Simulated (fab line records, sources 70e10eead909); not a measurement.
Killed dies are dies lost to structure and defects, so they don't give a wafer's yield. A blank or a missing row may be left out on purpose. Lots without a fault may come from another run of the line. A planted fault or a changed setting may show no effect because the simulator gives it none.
Chamber matching | flow nand_harc | NHARC_P_M0_ETCH_34 on rie_diel-09: 4 sister chambers
The step etches the open film in N2/H2, target depth 40 nm, overetch 12 nm, time 43.94 s. 20 wafers are shown with their chamber, then 10 later ones without.

WAFERS WITH THEIR CHAMBER
wafer  | chamber | showerhead_plenum_p_Torr (Torr) | rf_vpp_V (V) | oes_product_au (a.u.)
L966.2 | 3       | 1.90                            | 426.1        | 1.003
L966.3 | 2       | 2.09                            | 431.2        | 1.005
L966.4 | 1       | 2.17                            | 434.6        | 1.000
L965.3 | 1       | 2.17                            | 433.9        | 1.003
L965.5 | 0       | 1.95                            | 428.8        | 0.983
L965.6 | 3       | 1.90                            | 427.4        | 0.997
L967.3 | 3       | 1.90                            | 426.6        | 1.008
L967.4 | 2       | 2.09                            | 431.8        | 0.998
L967.5 | 3       | 1.90                            | 426.2        | 1.002
L969.1 | 0       | 1.95                            | 427.4        | 0.993
L969.2 | 1       | 2.17                            | 432.7        | 1.010
L969.6 | 2       | 2.09                            | 431.8        | 0.994
L977.2 | 3       | 1.90                            | 428.0        | 1.004
L977.3 | 1       | 2.16                            | 434.5        | 1.001
L977.4 | 2       | 2.08                            | 431.2        | 1.000
L978.3 | 1       | 2.16                            | 434.3        | 0.988
L978.4 | 3       | 1.89                            | 426.0        | 0.994
L978.6 | 3       | 1.89                            | 427.0        | 0.993
L981.2 | 3       | 1.89                            | 427.2        | 1.002
L981.3 | 1       | 2.16                            | 431.4        | 0.999

SIGNATURES (means of the wafers above)
reading                  | chamber 0 | chamber 1 | chamber 2 | chamber 3 | scatter within a chamber
showerhead_plenum_p_Torr | 1.9500    | 2.1650    | 2.0875    | 1.8962    | 0.00508
rf_vpp_V                 | 428.100   | 433.567   | 431.500   | 426.812   | 0.898
oes_product_au           | 0.98800   | 1.00017   | 0.99925   | 1.00038   | 0.0059
Rule: a wafer's distance from a chamber is the root of the sum, over the readings, of the square of ((its reading less the chamber's mean) divided by the reading's scatter). The wafer belongs to the nearest chamber; if the next one is less than 2 further off, it can't be placed. The scatter: the root of (the sum of the squares of (reading less its chamber's mean) over the shown wafers, divided by (wafers less chambers)).

WAFERS WITHOUT THEIR CHAMBER
wafer  | showerhead_plenum_p_Torr (Torr) | rf_vpp_V (V) | oes_product_au (a.u.)
L981.5 | 1.89                            | 427.8        | 1.000
L980.1 | 2.16                            | 434.1        | 0.999
L980.4 | 1.94                            | 427.0        | 1.003
L980.6 | 1.89                            | 427.9        | 0.998
L982.3 | 1.89                            | 427.5        | 0.989
L982.4 | 2.08                            | 432.7        | 1.003
L982.5 | 1.89                            | 426.3        | 1.003
L983.1 | 2.16                            | 435.4        | 0.998
L983.2 | 1.89                            | 426.0        | 0.995
L983.3 | 2.08                            | 431.8        | 0.996

WHICH CHAMBER EACH WENT THROUGH
wafer  | from the rows above | in truth
L981.5 | 3                   | 3
L980.1 | 1                   | 1
L980.4 | 0                   | 0
L980.6 | 3                   | 3
L982.3 | 3                   | 3
L982.4 | 2                   | 2
L982.5 | 3                   | 3
L983.1 | 1                   | 1
L983.2 | 3                   | 3
L983.3 | 2                   | 2
Placed correctly: 10 of 10. Can't be placed from these rows: 0. Placed wrongly: 0.
